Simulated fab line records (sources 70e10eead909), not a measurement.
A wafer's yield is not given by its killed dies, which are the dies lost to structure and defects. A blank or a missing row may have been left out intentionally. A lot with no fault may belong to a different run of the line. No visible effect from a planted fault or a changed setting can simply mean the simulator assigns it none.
Which tool did it? | flow nand harc | 24 lots, 72 wafers sampled, at 6 steps of a route of 1302

WHAT THE GAUGES SHOWED, per wafer
Not one reading of a measure or inspect step in the record can be checked against a usual standard deviation.

WHICH TOOL RAN EACH LOT (tool, then ch and the chambers of the sampled wafers, then the start)
lot  | NHARC_A_STAIRCASE_ETCH_19                     | NHARC_A_STAIRCASE_ETCH_192                    | NHARC_A_STAIRCASE_TRIM_196         | NHARC_A_STAIRCASE_ETCH_223     | NHARC_A_STAIRCASE_ETCH_227     | NHARC_A_STAIRCASE_ETCH_232
L074 | rie diel-03 ch 0,1, day 16 00:22 or earlier   | rie diel-11 ch 0,1,2, day 16 00:22 or earlier | rie diel-13 ch 1,2, day 16 00:22   | rie diel-03 ch 1,2, no start   | rie diel-03 ch 0,1, no start   | rie diel-11 ch 0,2,3, no start
L075 | rie diel-13 ch 0,2,3, day 16 00:32 or earlier | rie diel-11 ch 1,2,3, day 16 00:32 or earlier | rie diel-13 ch 0,2,3, day 16 00:32 | rie diel-11 ch 0,1,2, no start | rie diel-11 ch 0,1,2, no start | rie diel-13 ch 0,1,2, no start
L076 | rie diel-03 ch 0,2, day 16 14:25 or earlier   | rie diel-13 ch 0,2, day 16 14:25 or earlier   | rie diel-03 ch 0,1,2, day 16 14:25 | rie diel-11 ch 0,3, no start   | rie diel-11 ch 0,1, no start   | rie diel-03 ch 0,1,2, no start
L077 | rie diel-13 ch 1,2,3, day 16 22:21 or earlier | rie diel-11 ch 2,3, day 16 22:21 or earlier   | rie diel-03 ch 0,1, day 16 22:21   | rie diel-13 ch 0,1, no start   | rie diel-13 ch 0,2,3, no start | rie diel-11 ch 1,2, no start
L079 | rie diel-13 ch 0,2, day 17 15:14 or earlier   | rie diel-11 ch 1,2,3, day 17 15:14 or earlier | rie diel-11 ch 1,2,3, day 17 15:14 | rie diel-11 ch 0,2,3, no start | rie diel-11 ch 0,2, no start   | rie diel-03 ch 0,3, no start
L078 | rie diel-13 ch 0,1,3, day 17 15:23 or earlier | rie diel-11 ch 0,1,3, day 17 15:23 or earlier | rie diel-11 ch 1,2,3, day 17 15:23 | rie diel-11 ch 0,1,3, no start | rie diel-11 ch 0,3, no start   | rie diel-11 ch 0,3, no start
L080 | rie diel-11 ch 0,3, day 18 10:38 or earlier   | rie diel-03 ch 0,1,3, day 18 10:38 or earlier | rie diel-03 ch 0,1,3, day 18 10:38 | rie diel-11 ch 0,1, no start   | rie diel-11 ch 0,1,3, no start | rie diel-03 ch 0,1, no start
L081 | rie diel-03 ch 1,3, day 18 11:07 or earlier   | rie diel-11 ch 0,2,3, day 18 11:07 or earlier | rie diel-03 ch 0,1,3, day 18 11:07 | rie diel-11 ch 0,1,2, no start | rie diel-11 ch 1,3, no start   | rie diel-11 ch 0,1,2, no start
L082 | rie diel-13 ch 1,2, day 19 17:48 or earlier   | rie diel-11 ch 0,1,2, day 19 17:48 or earlier | rie diel-03 ch 0,3, day 19 17:48   | rie diel-03 ch 0,3, no start   | rie diel-03 ch 0,3, no start   | rie diel-03 ch 0,1,3, no start
L083 | rie diel-13 ch 0,2, day 19 18:42 or earlier   | rie diel-03 ch 1,3, day 19 18:42 or earlier   | rie diel-11 ch 0,1,2, day 19 18:42 | rie diel-11 ch 1,2, no start   | rie diel-11 ch 0,1,3, no start | rie diel-11 ch 0,2,3, no start
L085 | rie diel-13 ch 1,2,3, day 20 03:24 or earlier | rie diel-11 ch 0,2,3, day 20 03:24 or earlier | rie diel-11 ch 1,2,3, day 20 03:24 | rie diel-13 ch 1,2,3, no start | rie diel-13 ch 1,2,3, no start | rie diel-13 ch 1,2,3, no start
L084 | rie diel-13 ch 0,1,2, day 20 03:41 or earlier | rie diel-13 ch 0,1,2, day 20 03:41 or earlier | rie diel-13 ch 0,2,3, day 20 03:41 | rie diel-11 ch 0,1, no start   | rie diel-11 ch 1,2, no start   | rie diel-13 ch 0,1,2, no start
L086 | rie diel-03 ch 0,1,3, day 21 05:02 or earlier | rie diel-03 ch 1,3, day 21 05:02 or earlier   | rie diel-11 ch 0,3, day 21 05:02   | rie diel-11 ch 0,1, no start   | rie diel-11 ch 0,1, no start   | rie diel-11 ch 0,1,3, no start
L087 | rie diel-13 ch 0,3, day 21 19:28 or earlier   | rie diel-03 ch 1,3, day 21 19:28 or earlier   | rie diel-03 ch 0,1, day 21 19:28   | rie diel-11 ch 0,1,2, no start | rie diel-11 ch 1,2, no start   | rie diel-13 ch 2,3, no start
L089 | rie diel-11 ch 0,2,3, day 21 20:13 or earlier | rie diel-03 ch 0,3, day 21 20:13 or earlier   | rie diel-03 ch 0,1,3, day 21 20:13 | rie diel-03 ch 1,2,3, no start | rie diel-03 ch 0,2,3, no start | rie diel-11 ch 1,2,3, no start
L088 | rie diel-03 ch 0,1,3, day 21 21:49 or earlier | rie diel-13 ch 0,1,3, day 21 21:49 or earlier | rie diel-03 ch 0,1, day 21 21:49   | rie diel-03 ch 1,2, no start   | rie diel-03 ch 2,3, no start   | rie diel-03 ch 2,3, no start
L090 | rie diel-03 ch 0,2, day 22 08:07 or earlier   | rie diel-03 ch 0,3, day 22 08:07 or earlier   | rie diel-03 ch 0,3, day 22 08:07   | rie diel-11 ch 0,1, no start   | rie diel-11 ch 0,2,3, no start | rie diel-13 ch 0,3, no start
L091 | rie diel-13 ch 1,3, day 23 06:36 or earlier   | rie diel-11 ch 0,1,3, day 23 06:36 or earlier | rie diel-03 ch 0,1, day 23 06:36   | rie diel-13 ch 0,2,3, no start | rie diel-13 ch 1,2, no start   | rie diel-11 ch 0,2, no start
L092 | rie diel-03 ch 0,1, day 23 12:29 or earlier   | rie diel-13 ch 2,3, day 23 12:29 or earlier   | rie diel-11 ch 1,2,3, day 23 12:29 | rie diel-11 ch 0,1,2, no start | rie diel-11 ch 1,2, no start   | rie diel-11 ch 1,2,3, no start
L093 | rie diel-11 ch 0,3, day 23 13:17 or earlier   | rie diel-13 ch 1,3, day 23 13:17 or earlier   | rie diel-03 ch 0,1,2, day 23 13:17 | rie diel-03 ch 1,2, no start   | rie diel-03 ch 0,3, no start   | rie diel-03 ch 1,2, no start
L094 | rie diel-03 ch 0,1,2, day 24 01:00 or earlier | rie diel-13 ch 1,2, day 24 01:00 or earlier   | rie diel-03 ch 0,1,2, day 24 01:00 | rie diel-03 ch 0,3, no start   | rie diel-03 ch 1,2,3, no start | rie diel-03 ch 2,3, no start
L095 | rie diel-11 ch 1,2, day 24 22:05 or earlier   | rie diel-13 ch 2,3, day 24 22:05 or earlier   | rie diel-03 ch 0,3, day 24 22:05   | rie diel-03 ch 1,2,3, no start | rie diel-03 ch 0,3, no start   | rie diel-11 ch 1,2, no start
L096 | rie diel-11 ch 0,1,2, day 25 06:26 or earlier | rie diel-03 ch 1,2,3, day 25 06:26 or earlier | rie diel-11 ch 0,1,3, day 25 06:26 | rie diel-03 ch 1,2,3, no start | rie diel-03 ch 1,2,3, no start | rie diel-03 ch 0,1,2, no start
L097 | rie diel-03 ch 0,3, day 25 13:40 or earlier   | rie diel-11 ch 0,1, day 25 13:40 or earlier   | rie diel-11 ch 0,3, day 25 13:40   | rie diel-03 ch 1,2,3, no start | rie diel-03 ch 0,1,3, no start | rie diel-11 ch 1,2,3, no start
- NHARC_A_STAIRCASE_ETCH_19: etches the open film in C4F8/O2, target depth 100 nm, time 40.5 s.
- NHARC_A_STAIRCASE_ETCH_192: etches the open film in C4F8/O2, target depth 100 nm, time 40.5 s.
- NHARC_A_STAIRCASE_TRIM_196: chemistry O2, time 211.2 s.
- NHARC_A_STAIRCASE_ETCH_223: etches the open film in C4F8/O2, target depth 100 nm, time 40.5 s.
- NHARC_A_STAIRCASE_ETCH_227: etches the open film in C4F8/O2, target depth 100 nm, time 40.5 s.
- NHARC_A_STAIRCASE_ETCH_232: etches the open film in C4F8/O2, target depth 100 nm, time 40.5 s.

WHAT THE TOOLS THEMSELVES READ (means of the sampled wafers that have a number; where no wafer has one, the mark that the record gives instead)
NHARC_A_STAIRCASE_ETCH_19.
lot  | tool        | oes product au (a.u.) | rf vpp V (V)
L074 | rie diel-03 | 0.957                 | 889
L075 | rie diel-13 | 0.953                 | 897
L076 | rie diel-03 | 0.952                 | 893
L077 | rie diel-13 | 0.941                 | 896
L079 | rie diel-13 | 0.944                 | 893
L078 | rie diel-13 | 0.937                 | 897
L080 | rie diel-11 | 0.947                 | 905
L081 | rie diel-03 | 0.943                 | 892
L082 | rie diel-13 | 0.944                 | 891
L083 | rie diel-13 | 0.944                 | 892
L085 | rie diel-13 | 0.935                 | 895
L084 | rie diel-13 | 0.959                 | 892
L086 | rie diel-03 | 0.948                 | 891
L087 | rie diel-13 | 0.947                 | 897
L089 | rie diel-11 | 0.942                 | 900
L088 | rie diel-03 | 0.941                 | 892
L090 | rie diel-03 | 0.933                 | 895
L091 | rie diel-13 | 0.927                 | 899
L092 | rie diel-03 | 0.949                 | 889
L093 | rie diel-11 | 0.942                 | 904
L094 | rie diel-03 | 0.950                 | 891
L095 | rie diel-11 | 0.926                 | 891
L096 | rie diel-11 | 0.936                 | 895
L097 | rie diel-03 | 0.941                 | 895

NHARC_A_STAIRCASE_ETCH_192.
lot  | tool        | oes product au (a.u.) | rf vpp V (V)
L074 | rie diel-11 | 0.943                 | 898
L075 | rie diel-11 | 0.947                 | 898
L076 | rie diel-13 | 0.949                 | 893
L077 | rie diel-11 | 0.961                 | 895
L079 | rie diel-11 | 0.947                 | 897
L078 | rie diel-11 | 0.943                 | 901
L080 | rie diel-03 | 0.954                 | 893
L081 | rie diel-11 | 0.957                 | 900
L082 | rie diel-11 | 0.947                 | 896
L083 | rie diel-03 | 0.941                 | 890
L085 | rie diel-11 | 0.942                 | 899
L084 | rie diel-13 | 0.940                 | 892
L086 | rie diel-03 | 0.947                 | 891
L087 | rie diel-03 | 0.929                 | 894
L089 | rie diel-03 | 0.941                 | 893
L088 | rie diel-13 | 0.939                 | 896
L090 | rie diel-03 | 0.953                 | 893
L091 | rie diel-11 | 0.923                 | 900
L092 | rie diel-13 | 0.937                 | 894
L093 | rie diel-13 | 0.927                 | 896
L094 | rie diel-13 | 0.941                 | 890
L095 | rie diel-13 | 0.939                 | 895
L096 | rie diel-03 | 0.937                 | 894
L097 | rie diel-11 | 0.932                 | 899

NHARC_A_STAIRCASE_TRIM_196.
lot  | tool        | drypump motor current A (A) | oes product au (a.u.) | rf vpp V (V) | showerhead plenum p Torr (Torr) | throttle valve pct (%)
L074 | rie diel-13 | 5.3                         | 0.995                 | 57.7         | 3.42                            | 17.033
L075 | rie diel-13 | 5.8                         | 0.995                 | 58.2         | 3.56                            | 17.039
L076 | rie diel-03 | 5.3                         | 1.005                 | 57.5         | 3.41                            | 17.031
L077 | rie diel-03 | 4.9                         | 1.010                 | 57.6         | 3.32                            | 17.033
L079 | rie diel-11 | 6.0                         | 1.006                 | 57.9         | 3.56                            | 17.040
L078 | rie diel-11 | 5.9                         | 1.003                 | 58.2         | 3.56                            | 17.034
L080 | rie diel-03 | 5.3                         | 1.014                 | 57.6         | 3.43                            | 17.043
L081 | rie diel-03 | 5.3                         | 1.009                 | 57.0         | 3.43                            | 17.039
L082 | rie diel-03 | 5.8                         | 1.017                 | 57.2         | 3.53                            | 17.043
L083 | rie diel-11 | 5.9                         | 1.001                 | 57.7         | 3.54                            | 17.032
L085 | rie diel-11 | 5.9                         | 0.996                 | 58.1         | 3.55                            | 17.034
L084 | rie diel-13 | 5.8                         | 1.001                 | 58.3         | 3.54                            | 17.048
L086 | rie diel-11 | 6.0                         | 1.005                 | 57.7         | 3.75                            | 17.030
L087 | rie diel-03 | 4.9                         | 0.988                 | 58.5         | 3.31                            | 17.027
L089 | rie diel-03 | 5.4                         | 0.998                 | 57.5         | 3.42                            | 17.032
L088 | rie diel-03 | 4.9                         | 0.993                 | 57.6         | 3.31                            | 17.033
L090 | rie diel-03 | 5.6                         | 1.006                 | 58.1         | 3.45                            | 17.034
L091 | rie diel-03 | 4.9                         | 1.002                 | 57.1         | 3.30                            | 17.031
L092 | rie diel-11 | 5.9                         | 0.988                 | 58.1         | 3.54                            | 17.036
L093 | rie diel-03 | 5.3                         | 0.990                 | 57.5         | 3.40                            | 17.033
L094 | rie diel-03 | 5.3                         | 1.004                 | 56.6         | 3.40                            | 17.040
L095 | rie diel-03 | 5.8                         | 1.004                 | 57.6         | 3.51                            | 17.035
L096 | rie diel-11 | 6.2                         | 0.988                 | 57.7         | 3.64                            | 17.030
L097 | rie diel-11 | 6.1                         | 1.003                 | 59.1         | 3.73                            | 17.043

NHARC_A_STAIRCASE_ETCH_223.
lot  | tool        | oes product au (a.u.) | rf vpp V (V)
L074 | rie diel-03 | 0.940                 | 894
L075 | rie diel-11 | 0.948                 | 898
L076 | rie diel-11 | 0.950                 | 904
L077 | rie diel-13 | 0.935                 | 894
L079 | rie diel-11 | 0.940                 | 901
L078 | rie diel-11 | 0.933                 | 901
L080 | rie diel-11 | 0.940                 | 898
L081 | rie diel-11 | 0.948                 | 896
L082 | rie diel-03 | 0.956                 | 893
L083 | rie diel-11 | 0.944                 | 892
L085 | rie diel-13 | 0.948                 | 897
L084 | rie diel-11 | 0.926                 | 898
L086 | rie diel-11 | 0.941                 | 897
L087 | rie diel-11 | 0.940                 | 896
L089 | rie diel-03 | 0.947                 | 894
L088 | rie diel-03 | 0.942                 | 889
L090 | rie diel-11 | 0.928                 | 900
L091 | rie diel-13 | 0.941                 | 896
L092 | rie diel-11 | 0.938                 | 896
L093 | rie diel-03 | 0.940                 | 891
L094 | rie diel-03 | 0.945                 | 892
L095 | rie diel-03 | 0.944                 | 894
L096 | rie diel-03 | 0.944                 | 893
L097 | rie diel-03 | 0.932                 | 893

NHARC_A_STAIRCASE_ETCH_227.
lot  | tool        | oes product au (a.u.) | rf vpp V (V)
L074 | rie diel-03 | 0.953                 | 890
L075 | rie diel-11 | 0.955                 | 897
L076 | rie diel-11 | 0.945                 | 901
L077 | rie diel-13 | 0.954                 | 897
L079 | rie diel-11 | 0.958                 | 895
L078 | rie diel-11 | 0.946                 | 904
L080 | rie diel-11 | 0.937                 | 900
L081 | rie diel-11 | 0.943                 | 902
L082 | rie diel-03 | 0.957                 | 896
L083 | rie diel-11 | 0.937                 | 901
L085 | rie diel-13 | 0.931                 | 897
L084 | rie diel-11 | 0.938                 | 892
L086 | rie diel-11 | 0.956                 | 901
L087 | rie diel-11 | 0.951                 | 892
L089 | rie diel-03 | 0.948                 | 895
L088 | rie diel-03 | 0.943                 | 899
L090 | rie diel-11 | 0.937                 | 900
L091 | rie diel-13 | 0.944                 | 892
L092 | rie diel-11 | 0.959                 | 892
L093 | rie diel-03 | 0.934                 | 895
L094 | rie diel-03 | 0.946                 | 894
L095 | rie diel-03 | 0.945                 | 895
L096 | rie diel-03 | 0.936                 | 894
L097 | rie diel-03 | 0.942                 | 891

NHARC_A_STAIRCASE_ETCH_232.
lot  | tool        | oes product au (a.u.) | rf vpp V (V)
L074 | rie diel-11 | 0.952                 | 900
L075 | rie diel-13 | 0.955                 | 893
L076 | rie diel-03 | 0.957                 | 892
L077 | rie diel-11 | 0.966                 | 893
L079 | rie diel-03 | 0.955                 | 896
L078 | rie diel-11 | 0.941                 | 905
L080 | rie diel-03 | 0.964                 | 889
L081 | rie diel-11 | 0.956                 | 896
L082 | rie diel-03 | 0.950                 | 892
L083 | rie diel-11 | 0.948                 | 900
L085 | rie diel-13 | 0.941                 | 896
L084 | rie diel-13 | 0.933                 | 891
L086 | rie diel-11 | 0.952                 | 901
L087 | rie diel-13 | 0.934                 | 900
L089 | rie diel-11 | 0.940                 | 896
L088 | rie diel-03 | 0.941                 | 898
L090 | rie diel-13 | 0.960                 | 896
L091 | rie diel-11 | 0.949                 | 899
L092 | rie diel-11 | 0.931                 | 896
L093 | rie diel-03 | 0.939                 | 893
L094 | rie diel-03 | 0.947                 | 897
L095 | rie diel-11 | 0.941                 | 892
L096 | rie diel-03 | 0.928                 | 891
L097 | rie diel-11 | 0.945                 | 896

THE ANSWER, worked out from the rows above alone
Rule: what is usual is taken from the lots themselves. Put in order of their means at a reading, lots are off if they are a third of the lots or fewer, leave a main group of 4 or more, and stand apart from it by a gap of 3 or more times the standard deviation of the main group's means; of several such gaps the widest counts. If all means in a main group match to the digits the tables above print for the reading, that group is not used. Also off: a lot with no number at a reading for which 4 or more lots have one. All remaining lots with rows at the step are treated as sound. After the gauges, taken in route order, come the tools' own readings; for these a lot's mean is taken, as printed above. At the first step where some lot is off, the reading lying furthest off is the one used; lots without a number count as furthest.
None of the lots is off at any reading shown; this tells nothing.

WHAT THE SIMULATOR HAD PUT IN
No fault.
